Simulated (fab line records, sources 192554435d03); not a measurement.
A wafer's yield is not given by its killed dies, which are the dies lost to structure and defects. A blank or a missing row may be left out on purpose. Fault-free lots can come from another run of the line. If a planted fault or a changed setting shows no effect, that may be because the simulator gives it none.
Matching of chambers | flow n5 finfet | N5_HKMG_FIN_STRIP_90 on rie diel-04 has 4 sister chambers
The step strips SOC in N2/H2, time 20 s. 8 wafers are shown with their chamber, then 10 later ones without.

WAFERS, EACH WITH ITS CHAMBER
wafer  | chamber | drypump motor current A (A) | throttle valve pct (%)
L079.3 | 2       | 6.6                         | 19.53
L083.1 | 2       | 6.5                         | 19.56
L083.5 | 1       | 5.6                         | 19.48
L086.2 | 0       | 5.6                         | 19.43
L086.5 | 3       | 5.7                         | 18.86
L086.6 | 0       | 5.6                         | 19.44
L090.1 | 1       | 5.6                         | 19.50
L090.3 | 3       | 5.6                         | 18.88

WAFERS WHOSE CHAMBER IS MISSING
wafer  | drypump motor current A (A) | throttle valve pct (%)
L090.5 | 6.5                         | 19.17
L093.1 | 5.6                         | 19.44
L093.2 | 6.5                         | 19.17
L093.4 | 5.6                         | 18.89
L095.1 | 6.5                         | 19.16
L095.4 | 5.7                         | 18.90
L095.6 | 5.6                         | 19.45
L096.2 | 6.5                         | 19.18
L096.4 | 5.6                         | 18.90
L096.6 | 5.6                         | 19.52

WHICH CHAMBER EACH WENT THROUGH
wafer  | from the rows above          | in truth
L090.5 | can't be placed: 2 or 0 or 3 | 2
L093.1 | 0                            | 0
L093.2 | can't be placed: 2 or 0 or 3 | 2
L093.4 | 3                            | 3
L095.1 | can't be placed: 2 or 0 or 3 | 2
L095.4 | 3                            | 3
L095.6 | can't be placed: 0 or 1      | 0
L096.2 | can't be placed: 2 or 0      | 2
L096.4 | 3                            | 3
L096.6 | 1                            | 1
5 of 10 placed correctly. Not placeable from these rows: 5 (in 5, the candidates include the true chamber). Wrongly placed: 0.
How it was worked out, from the rows above alone: a wafer's distance from a chamber is the root of the sum, over the readings, of the square of ((its reading less the chamber's mean) divided by the reading's scatter). If the next closest chamber is less than 2 further off than the closest, the wafer can't be placed; otherwise it belongs to the closest. The mean given for a chamber averages the wafers shown for that chamber. The scatter is the square root of a quotient: the sum, over the shown wafers, of each reading's squared deviation from its chamber's mean, divided by wafers minus chambers.
